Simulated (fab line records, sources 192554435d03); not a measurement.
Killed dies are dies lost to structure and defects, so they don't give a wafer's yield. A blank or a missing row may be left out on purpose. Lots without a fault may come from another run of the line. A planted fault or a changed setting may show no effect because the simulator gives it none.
A struck lot beside a sound one | flow n5_finfet | 39 steps out of a route of 1938
Sound: wafers L481.1, L481.4, L481.6. Struck: wafers L485.2, L485.5, L485.6. The cause comes at the end.
At each step with rows: each side's tool, then ch and its chambers, then its first start. Under that, the readings that differ: sound wafers | struck wafers | difference of the means | sigmas: that difference in standard deviations of wafers without a fault.
alike: readings whose means differ by less than 2 such deviations, and words and numbers that are the same on both sides. not compared: withheld readings, readings that some wafer has no value for, bounds like >300 that may hide the same value, and numbers for which the record gives no deviation and whose values overlap.
The two part at a step that has a row with sigmas, a row that says differs or no value, or rows on one side only. Numbers that don't overlap but have no deviation are shown without sigmas and don't part them. A reading that every wafer of one side lacks parts them only if that side has two wafers or more.

first, 9 steps without rows for these wafers: N5_BEOL_M4_ANNEAL_95 (time 240 s); N5_BEOL_M4_SPUTTER_96 (material Cu, target thk 4.5 nm, time 8.29 s); N5_BEOL_M4_ECD_50 (material Cu, target thk 300 nm); N5_BEOL_M4_ANNEAL_51 (time 90 s); N5_BEOL_M4_CMP_52 (polishes, stops on SiOC, t overpolish 6.8 s, target thk 40 nm); N5_BEOL_M4_PRE_CLEAN_60 (time 15 s); N5_BEOL_M4_CO_CAP_55 (material Co, precursor CCTBA/H2, target thk 2 nm, time 102.1 s); N5_BEOL_M4_PRE_CLEAN_56 (time 15 s); N5_BEOL_M4_DEP_57 (deposits SiCN from 3MS/NH3, target thk 8 nm, time 14 s).
N5_BEOL_M4_RC_MEAS_101:
  sound on prober-01 ch 0, day 9 10:23; struck on prober-01 ch 0, day 10 19:14
  alike: DIBL_N, DIBL_P, IOFF_N, IOFF_P, ION_N, ION_P, SS_N, SS_P, VT_N, VT_P
then, 24 steps without rows for these wafers: N5_BEOL_M5_ILD_DEP_00 (deposits SiCOH lowk from DEMS/porogen, target thk 140.64 nm, time 25.9 s); N5_BEOL_M5_CURE_79 (cures SiCOH lowk, time 240 s); N5_BEOL_M5_PECVD_70 (deposits SiO2 from TEOS/O2, target thk 16 nm, time 18 s); N5_BEOL_M5_HM_DEP_02 (deposits TiN, target thk 20 nm); N5_BEOL_M5_COAT_59 (time 60 s, resist thk 60 nm); N5_BEOL_M5_COAT_60 (time 60 s, resist thk 12 nm); N5_BEOL_M5_COAT_71 (time 60 s, resist thk 5 nm); N5_BEOL_M5_COAT_05 (resist thk 30 nm); N5_BEOL_M5_EBR_07; N5_BEOL_M5_SOFTBAKE_06 (time 60 s); N5_BEOL_M5_EXPOSE_08 (exposes mask M5, target cd 28 nm); N5_BEOL_M5_PEB_09 (peb time 60 s); N5_BEOL_M5_DEVELOP_10 (develop time 30 s); N5_BEOL_M5_DESCUM_16 (chemistry O2, time 7 s); N5_BEOL_M5_ETCH_72 (etches underlayer in N2/H2, target depth 6.5 nm, time 5.2 s); N5_BEOL_M5_ETCH_61 (etches SiARC in CF4, target depth 15.6 nm, time 26 s); N5_BEOL_M5_ETCH_62 (etches SOC in N2/H2, target depth 75 nm, overetch 15 nm, time 112.5 s); N5_BEOL_M5_STRIP_63 (strips in N2/H2); N5_BEOL_M5_STRIP_73 (strips in N2/H2); N5_BEOL_M5_STRIP_64 (strips in CF4); N5_BEOL_M5_HM_OPEN_17 (chemistry Cl2/BCl3, target TiN, target depth 20 nm, overetch 6 nm); N5_BEOL_M5_STRIP_19 (strips in O2); N5_BEOL_M5_COAT_65 (time 60 s, resist thk 60 nm); N5_BEOL_M5_COAT_66 (time 60 s, resist thk 12 nm).
N5_BEOL_M5_CMP_52: polishes, stops on SiCOH lowk, t overpolish 6.9 s, target thk 62 nm.
  sound on cmp-01 ch 0,1,2, day 9 20:49; struck on cmp-03 ch 1,2,3, day 11 06:25
  no value came back on the struck wafers for any of 6 readings (barrier_field_endpoint_s (s), clearing_platen_down_force_psi (psi) and others); on the sound wafers barrier_field_endpoint_s (s) reads 24.6 24.8 24.0
  reading                                    | sound          | struck          | difference | sigmas
  model.Cu_of_BEOL_M5_ECD_50.thk_nm (nm)     | 62.2 61.4 59.6 | 298.8 304.4 304 | +241.3     |
  model.SiO2_of_BEOL_M5_PECVD_70.thk_nm (nm) | 0 0 0          | 15.8 16 16      | +15.9      |
  not compared: model.SiCOH_lowk_of_BEOL_M5_ILD_DEP_00.thk_nm
N5_BEOL_M5_THK_MEAS_53: measures by xrf.
  sound on film_metro-01, day 9 21:02; struck on film_metro-02, day 11 06:36
  reading     | sound          | struck            | difference | sigmas
  M5_THK (nm) | 62.8 61.6 59.8 | 301.8 309.6 306.0 | +244.4     | +99 or more
N5_BEOL_M5_RS_MEAS_57: measures by four-point-probe.
  sound on film_metro-02, day 9 21:17; struck on film_metro-01, day 11 06:52
  reading        | sound             | struck            | difference | sigmas
  M5_RS (ohm/sq) | 0.385 0.391 0.405 | 0.054 0.053 0.053 | -0.340     | -26
N5_BEOL_M5_INSPECT_58: inspects for defects (darkfield).
  sound on defect_inspect-02, day 9 21:19; struck on defect_inspect-02, day 11 06:53
  reading          | sound     | struck         | difference | sigmas
  raw_defect_count | 61 103 73 | 1988 2070 2088 | +1970      | +79
-- the record jumps here: 4 days lie between the struck wafers' starts before and after (it left off in module BEOL_M5 and takes up again in module PASSIVATION, whose first step shown is number 1936 of the route) --
N5_PASSIVATION_PROBE_49:
  sound on prober-01, day 13 21:14; struck on prober-01, day 15 02:11
  reading                  | sound          | struck         | difference | sigmas
  defect_limited_yield (%) | 90.8 91.5 92.4 | 0 0 0          | -92        | -65
  killed_at_M4_up          | 13 17 13       | 1063 1103 1077 | +1067      | +99 or more
  killed_dies              | 108 100 90     | 1180 1180 1180 | +1081      | +64
  killed_on_rim            | 13 14 15       | 152 152 152    | +138       | +39
  sort_n_pass              | 1072 1080 1090 | 0 0 0          | -1081      | -64
  sort_yield_pct (%)       | 90.8 91.5 92.4 | 0 0 0          | -92        | -65
  alike: killed_at_M0_to_M3, killed_at_contacts, killed_at_front_end, killed_at_other, killed_open, killed_short, sort_bin_5_function, sort_bin_6_memory

WHERE THEY PART
First at N5_BEOL_M5_CMP_52; last, within this record, at N5_PASSIVATION_PROBE_49.

WHY: what the simulator had put in
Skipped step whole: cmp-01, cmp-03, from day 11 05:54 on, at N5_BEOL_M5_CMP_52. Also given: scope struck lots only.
